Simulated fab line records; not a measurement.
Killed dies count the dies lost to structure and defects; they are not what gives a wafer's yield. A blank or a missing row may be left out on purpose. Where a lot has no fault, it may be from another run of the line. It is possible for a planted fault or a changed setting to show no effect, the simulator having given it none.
Chamber matching :: flow n5 finfet :: rie si-03 running N5_FIN_SAQP_MANDREL_ETCH_58: 4 sister chambers
The step etches a-Si in HBr/Cl2, stops on SiNx, target depth 45 nm, bt time 10 s, time 27 s. 14 wafers are shown with their chamber, then 7 later ones without.

EACH WAFER AND ITS CHAMBER
wafer: L076.1
chamber: 2
throttle valve pct (%): 35.76
drypump motor current A (A): 5.9
oes product au (a.u.): 0.677

wafer: L076.4
chamber: 0
throttle valve pct (%): 35.49
drypump motor current A (A): 5.5
oes product au (a.u.): 0.705

wafer: L076.6
chamber: 3
throttle valve pct (%): 35.74
drypump motor current A (A): 5.5
oes product au (a.u.): 0.700

wafer: L077.3
chamber: 3
throttle valve pct (%): 35.74
drypump motor current A (A): 5.5
oes product au (a.u.): 0.699

wafer: L077.5
chamber: 2
throttle valve pct (%): 35.75
drypump motor current A (A): 5.8
oes product au (a.u.): 0.682

wafer: L077.6
chamber: 3
throttle valve pct (%): 35.72
drypump motor current A (A): 5.6
oes product au (a.u.): 0.716

wafer: L079.3
chamber: 0
throttle valve pct (%): 35.48
drypump motor current A (A): 5.5
oes product au (a.u.): 0.709

wafer: L079.4
chamber: 3
throttle valve pct (%): 35.71
drypump motor current A (A): 5.6
oes product au (a.u.): 0.698

wafer: L079.6
chamber: 2
throttle valve pct (%): 35.76
drypump motor current A (A): 5.8
oes product au (a.u.): 0.700

wafer: L083.2
chamber: 1
throttle valve pct (%): 35.36
drypump motor current A (A): 5.8
oes product au (a.u.): 0.689

wafer: L083.5
chamber: 0
throttle valve pct (%): 35.49
drypump motor current A (A): 5.5
oes product au (a.u.): 0.705

wafer: L083.6
chamber: 1
throttle valve pct (%): 35.38
drypump motor current A (A): 5.8
oes product au (a.u.): 0.684

wafer: L091.2
chamber: 0
throttle valve pct (%): 35.50
drypump motor current A (A): 5.5
oes product au (a.u.): 0.697

wafer: L091.3
chamber: 3
throttle valve pct (%): 35.75
drypump motor current A (A): 5.6
oes product au (a.u.): 0.691

SIGNATURES (means of the wafers above)
reading: throttle valve pct
chamber 0: 35.4900
chamber 1: 35.3700
chamber 2: 35.7567
chamber 3: 35.7320
scatter within a chamber: 0.0124

reading: drypump motor current A
chamber 0: 5.500
chamber 1: 5.800
chamber 2: 5.833
chamber 3: 5.560
scatter within a chamber: 0.0432

reading: oes product au
chamber 0: 0.70400
chamber 1: 0.68650
chamber 2: 0.68633
chamber 3: 0.70080
scatter within a chamber: 0.00849
Rule: for a wafer and a chamber, the distance is found by dividing, reading by reading, the gap between the wafer's reading and the chamber's mean by the reading's scatter, squaring, summing and taking the root. The wafer belongs to the nearest chamber; if the next one is less than 2 further off, it can't be placed. How the scatter is found: for the shown wafers, subtract from each reading the mean of its chamber, square and add these, divide the total by (wafers less chambers), then take the root.

WAFERS MISSING THEIR CHAMBER
wafer: L091.6
throttle valve pct (%): 35.72
drypump motor current A (A): 5.5
oes product au (a.u.): 0.705

wafer: L092.2
throttle valve pct (%): 35.72
drypump motor current A (A): 5.5
oes product au (a.u.): 0.701

wafer: L092.3
throttle valve pct (%): 35.52
drypump motor current A (A): 5.4
oes product au (a.u.): 0.700

wafer: L092.4
throttle valve pct (%): 35.76
drypump motor current A (A): 5.8
oes product au (a.u.): 0.692

wafer: L093.1
throttle valve pct (%): 35.37
drypump motor current A (A): 5.8
oes product au (a.u.): 0.686

wafer: L093.3
throttle valve pct (%): 35.49
drypump motor current A (A): 5.5
oes product au (a.u.): 0.699

wafer: L093.6
throttle valve pct (%): 35.75
drypump motor current A (A): 5.8
oes product au (a.u.): 0.706

THE CHAMBER EACH PASSED THROUGH
wafer: L091.6
from the rows above: 3
in truth: 3

wafer: L092.2
from the rows above: 3
in truth: 3

wafer: L092.3
from the rows above: 0
in truth: 0

wafer: L092.4
from the rows above: 2
in truth: 2

wafer: L093.1
from the rows above: 1
in truth: 1

wafer: L093.3
from the rows above: 0
in truth: 0

wafer: L093.6
from the rows above: 2
in truth: 2
Correctly placed: 7 of 7. Can't be placed from these rows: 0. Number placed wrongly: 0.
